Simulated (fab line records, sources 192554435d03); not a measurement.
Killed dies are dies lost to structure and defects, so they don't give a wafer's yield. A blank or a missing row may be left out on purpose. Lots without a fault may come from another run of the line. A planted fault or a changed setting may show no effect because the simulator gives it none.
A struck lot beside a sound one | flow n5_finfet | 15 steps out of a route of 1938
Sound: wafers L288.1, L288.4, L288.5. Struck: wafers L291.1, L291.3, L291.6. The cause comes at the end.
At each step with rows: each side's tool, then ch and its chambers, then its first start. Under that, the readings that differ: sound wafers | struck wafers | difference of the means | sigmas: that difference in standard deviations of wafers without a fault.
alike: readings whose means differ by less than 2 such deviations, and words and numbers that are the same on both sides. not compared: withheld readings, readings that some wafer has no value for, bounds like >300 that may hide the same value, and numbers for which the record gives no deviation and whose values overlap.
The two part at a step that has a row with sigmas, a row that says differs or no value, or rows on one side only. Numbers that don't overlap but have no deviation are shown without sigmas and don't part them. A reading that every wafer of one side lacks parts them only if that side has two wafers or more.

first, 4 steps without rows for these wafers: N5_STI_FIN_REVEAL_PRECLEAN_25 (cleans in SPM, time 90 s); N5_STI_FIN_REVEAL_PRECLEAN_26 (cleans in SC1, time 45 s); N5_STI_FIN_REVEAL_PRECLEAN_29 (cleans in DHF, time 30 s); N5_STI_FIN_REVEAL_SRD_12 (time 30 s).
N5_STI_FIN_REVEAL_RECESS_09: chemistry HF/NH3, target SiO2, afs cycles 11, target depth 42.5 nm, sublimation time 60 s.
  sound on vapor_etch-02 ch 0,1, day 5 13:53; struck on vapor_etch-01 ch 0,1, day 6 03:53
  reading                     | sound       | struck      | difference | sigmas
  drypump_motor_current_A (A) | 5.5 5.6 5.4 | 5.9 6.5 6.5 | +0.8       | +2
then, 2 steps without rows for these wafers: N5_STI_FIN_REVEAL_STRIP_16 (strips SiNx in H3PO4, target depth 23.8 nm); N5_STI_FIN_REVEAL_PRECLEAN_17 (cleans in NF3:NH3, afs cycles 1, time 20 s, sublimation time 60 s).
N5_STI_FIN_REVEAL_ETCH_34: etches Si in H2, material Si, target depth 0.97 nm.
  sound on rie_si-01 ch 0,3, day 5 15:59; struck on rie_si-01 ch 0,1, day 6 06:13
  alike: drypump_motor_current_A, oes_product_au, throttle_valve_pct
  not compared: rf_hours_counter_h
N5_STI_FIN_REVEAL_OXIDATION_31: chemistry O2 PLASMA REMOTE, time 20 s.
  sound on plasma_asher-02 ch 0,1, day 5 16:02; struck on plasma_asher-01 ch 0,1, day 6 06:16
  reading            | sound       | struck      | difference | sigmas
  heater_power_w (W) | 158 150 154 | 133 143 133 | -18        | -2
  alike: drypump_motor_current_A, temp_c, temp_c_max
  not compared: rf_hours_counter_h
then, 3 steps without rows for these wafers: N5_STI_FIN_REVEAL_PRECLEAN_32 (cleans in NF3:NH3, afs cycles 1, time 20 s, sublimation time 60 s); N5_STI_FIN_REVEAL_STRIP_35 (strips Si3N4 in H3PO4, target depth 4 nm, time 39 s); N5_STI_FIN_REVEAL_SRD_21 (time 30 s).
N5_STI_FIN_REVEAL_OXIDATION_33: chemistry O2 PLASMA REMOTE, time 20 s.
  sound on plasma_asher-01 ch 0,1, day 5 16:23; struck on plasma_asher-02 ch 0,1, day 6 06:37
  reading    | sound                | struck               | difference | sigmas
  temp_c (C) | 150.06 150.23 149.76 | 146.66 146.72 146.61 | -3.35      | -22
  temp_c_max | 150.6 150.6 150.2    | 148.0 147.6 147.6    | -2.7       | -7
  alike: drypump_motor_current_A, heater_power_w
  not compared: rf_hours_counter_h
then, 1 step without rows for these wafers: N5_STI_FIN_REVEAL_CLEAN_19 (cleans in O3/DIW, time 120 s).
N5_PASSIVATION_PROBE_49:
  the record has rows for the sound wafers here (prober-02, day 17 19:05) and none for the struck ones

WHERE THEY PART
First at N5_STI_FIN_REVEAL_RECESS_09; last, within this record, at N5_PASSIVATION_PROBE_49.

WHY: what the simulator had put in
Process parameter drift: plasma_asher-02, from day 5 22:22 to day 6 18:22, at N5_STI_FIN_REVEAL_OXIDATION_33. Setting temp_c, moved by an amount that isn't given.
